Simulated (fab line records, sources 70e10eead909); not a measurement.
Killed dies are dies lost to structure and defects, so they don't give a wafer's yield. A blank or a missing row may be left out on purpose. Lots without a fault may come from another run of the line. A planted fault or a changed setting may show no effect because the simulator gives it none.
Chamber matching | flow nand_harc | NHARC_A_STAIRCASE_DEP_471 on pecvd-03: 3 sister chambers
The step deposits SiO2, target thk 100 nm. 3 wafers are shown with their chamber, then 12 later ones without.

WAFERS WITH THEIR CHAMBER
wafer  | chamber | throttle_valve_pct (%)
L082.4 | 2       | 14.1
L084.4 | 0       | 15.3
L084.5 | 1       | 16.4

WAFERS WITHOUT THEIR CHAMBER
wafer  | throttle_valve_pct (%)
L089.2 | 14.5
L089.4 | 15.3
L089.5 | 16.2
L093.2 | 14.6
L093.3 | 15.7
L093.6 | 16.4
L097.1 | 16.4
L097.4 | 16.2
L097.6 | 14.3
L095.2 | 16.5
L095.3 | 14.6
L095.5 | 15.5

WHICH CHAMBER EACH WENT THROUGH
wafer  | from the rows above     | in truth
L089.2 | can't be placed: 2 or 0 | 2
L089.4 | 0                       | 0
L089.5 | 1                       | 1
L093.2 | can't be placed: 2 or 0 | 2
L093.3 | can't be placed: 0 or 1 | 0
L093.6 | 1                       | 1
L097.1 | 1                       | 1
L097.4 | 1                       | 1
L097.6 | 2                       | 2
L095.2 | 1                       | 1
L095.3 | can't be placed: 2 or 0 | 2
L095.5 | 0                       | 0
Placed correctly: 8 of 12. Can't be placed from these rows: 4 (the true chamber is among the candidates in 4). Placed wrongly: 0.
How it was worked out, from the rows above alone: a wafer's distance from a chamber is the root of the sum, over the readings, of the square of ((its reading less the chamber's mean) divided by the reading's scatter). The wafer belongs to the nearest chamber; if the next one is less than 2 further off, it can't be placed. A chamber's mean is the mean of its shown wafers. The scatter: with one shown wafer a chamber, the root of the mean of the squares of how far each hidden wafer lies from its nearest shown one.
